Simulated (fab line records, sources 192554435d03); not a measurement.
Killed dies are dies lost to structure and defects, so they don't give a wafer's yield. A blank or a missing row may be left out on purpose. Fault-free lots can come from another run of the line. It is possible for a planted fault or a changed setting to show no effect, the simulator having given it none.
Struck lot and sound lot, side by side    flow n5 finfet    37 steps out of a route of 1938
Sound: these wafers, L334.2, L334.3, L334.6. Struck: wafers L325.3, L325.4. (L325.2 of the same lot was not struck and is left out.) The cause comes at the end.
For every step that has rows: the tool of each side, followed by ch and its chambers, followed by its first start. Under that, the readings that differ: sound wafers    struck wafers    difference of the means    sigmas: that difference in standard deviations of wafers without a fault.
alike: same words and numbers on both sides, and readings whose means sit less than 2 such deviations apart. not compared: any withheld reading, any reading some wafer has no value for, any bound like >300 that may hide the same value, and any number with overlapping values for which the record gives no deviation.
The two part at a step that has a row with sigmas, a row that says differs or no value, or rows on one side only. Numbers that have no deviation but don't overlap get no sigmas and don't part them. A reading missing from all wafers of one side parts the sides only when that side holds two or more wafers.

first, 9 steps without rows for these wafers: N5_BEOL_M4_ANNEAL_95 (time 240 s); N5_BEOL_M4_SPUTTER_96 (material Cu, target thk 4.5 nm, time 8.29 s); N5_BEOL_M4_ECD_50 (material Cu, target thk 300 nm); N5_BEOL_M4_ANNEAL_51 (time 90 s); N5_BEOL_M4_CMP_52 (polishes, stops on SiOC, t overpolish 6.8 s, target thk 40 nm); N5_BEOL_M4_PRE_CLEAN_60 (time 15 s); N5_BEOL_M4_CO_CAP_55 (material Co, precursor CCTBA/H2, target thk 2 nm, time 102.1 s); N5_BEOL_M4_PRE_CLEAN_56 (time 15 s); N5_BEOL_M4_DEP_57 (deposits SiCN from 3MS/NH3, target thk 8 nm, time 14 s).
N5_BEOL_M4_RC_MEAS_101:
  sound on prober-02 ch 0, day 14 05:29; struck on prober-02 ch 0, day 10 18:32
reading        sound           struck     difference  sigmas
DIBL_N (mV/V)  39.6 38.6 37.0  37.0 33.3  -3.2        -2
  alike: DIBL_P, IOFF_N, IOFF_P, ION_N, ION_P, SS_N, SS_P, VT_N, VT_P
then, 24 steps without rows for these wafers: N5_BEOL_M5_ILD_DEP_00 (deposits SiCOH lowk from DEMS/porogen, target thk 140.64 nm, time 25.9 s); N5_BEOL_M5_CURE_79 (cures SiCOH lowk, time 240 s); N5_BEOL_M5_PECVD_70 (deposits SiO2 from TEOS/O2, target thk 16 nm, time 18 s); N5_BEOL_M5_HM_DEP_02 (deposits TiN, target thk 20 nm); N5_BEOL_M5_COAT_59 (time 60 s, resist thk 60 nm); N5_BEOL_M5_COAT_60 (time 60 s, resist thk 12 nm); N5_BEOL_M5_COAT_71 (time 60 s, resist thk 5 nm); N5_BEOL_M5_COAT_05 (resist thk 30 nm); N5_BEOL_M5_EBR_07; N5_BEOL_M5_SOFTBAKE_06 (time 60 s); N5_BEOL_M5_EXPOSE_08 (exposes mask M5, target cd 28 nm); N5_BEOL_M5_PEB_09 (peb time 60 s); N5_BEOL_M5_DEVELOP_10 (develop time 30 s); N5_BEOL_M5_DESCUM_16 (chemistry O2, time 7 s); N5_BEOL_M5_ETCH_72 (etches underlayer in N2/H2, target depth 6.5 nm, time 5.2 s); N5_BEOL_M5_ETCH_61 (etches SiARC in CF4, target depth 15.6 nm, time 26 s); N5_BEOL_M5_ETCH_62 (etches SOC in N2/H2, target depth 75 nm, overetch 15 nm, time 112.5 s); N5_BEOL_M5_STRIP_63 (strips in N2/H2); N5_BEOL_M5_STRIP_73 (strips in N2/H2); N5_BEOL_M5_STRIP_64 (strips in CF4); N5_BEOL_M5_HM_OPEN_17 (chemistry Cl2/BCl3, target TiN, target depth 20 nm, overetch 6 nm); N5_BEOL_M5_STRIP_19 (strips in O2); N5_BEOL_M5_COAT_65 (time 60 s, resist thk 60 nm); N5_BEOL_M5_COAT_66 (time 60 s, resist thk 12 nm).
N5_BEOL_M8_ALD_77: deposits TaN, target thk 2 nm, pulse time 2 s, purge time 3 s.
  sound on ald metal-03 ch 1,2,3, day 15 17:28; struck on ald metal-03 ch 2,3, day 12 12:59
reading                                  sound     struck   difference  sigmas
ald cycles                               40 40 40  13 13    -27         
model.TaN_of_BEOL_M8_ALD_77.thk nm (nm)  2 2 2     0.6 0.6  -1.4        
  alike: heater power w
  not compared: since wet clean h
N5_BEOL_M15_RC_MEAS_101:
  sound on prober-02 ch 0, day 17 18:19; struck on prober-02 ch 0, day 14 12:16
reading                    sound                    struck               difference  sigmas
COMB_M14 (S/m)             3.2e-12 2.7e-12 3.5e-12  4.5e-12 5.8e-12      +2.0e-12    +2
COMB_M8 (S/m)              3.4e-11 2.5e-11 3.1e-11  9.36e-10 8.26e-10    +8.51e-10   +99 or more
COMB_M8_max_site (S/m)     4.6e-11 4.1e-11 3.6e-11  1.159e-09 1.489e-09  +1.283e-09  +99 or more
SERP_M10 (ohm/um)          2.86 3.08 2.96           3.28 3.15            +0.25       +3
SERP_M8 (ohm/um)           13.8 13.7 13.7           12.3 12.0            -1.6        -3
SERP_M8_max_site (ohm/um)  14.8 14.5 14.4           12.6 12.5            -2.0        -4
SERP_M9 (ohm/um)           3.25 3.41 3.38           2.96 2.98            -0.38       -3
  alike: COMB_M10, COMB_M11, COMB_M12, COMB_M13, COMB_M15, COMB_M5, COMB_M6, COMB_M7, COMB_M9, SERP_M11, SERP_M11_max_site, SERP_M12, SERP_M13, SERP_M14, SERP_M5, SERP_M6, SERP_M6_max_site, SERP_M7
N5_PASSIVATION_PROBE_49:
  struck on prober-02, day 15 01:11; sound on prober-02, day 18 10:42
reading                   sound           struck      difference  sigmas
defect limited yield (%)  89.3 90.3 89.2  80.6 81.4   -8.6        -7
killed_at_M4_up           23 29 28        137 127     +105        +19
killed dies               126 115 128     229 219     +101        +7
killed on rim             13 10 20        28 26       +13         +3
sort_bin_4_leakage (%)    0 0 0           10.51 9.32  +9.91       +99 or more
sort n pass               1054 1065 1052  951 961     -101        -7
sort yield pct (%)        89.3 90.3 89.2  80.6 81.4   -8.6        -7
  alike: killed_at_M0_to_M3, killed at contacts, killed at front end, killed at other, killed open, killed short, sort_bin_5_function, sort_bin_6_memory

== WHERE THEY PART ==
Earliest at N5_BEOL_M4_RC_MEAS_101; latest, in this record, at N5_PASSIVATION_PROBE_49.

WHY: what had been put in by the simulator
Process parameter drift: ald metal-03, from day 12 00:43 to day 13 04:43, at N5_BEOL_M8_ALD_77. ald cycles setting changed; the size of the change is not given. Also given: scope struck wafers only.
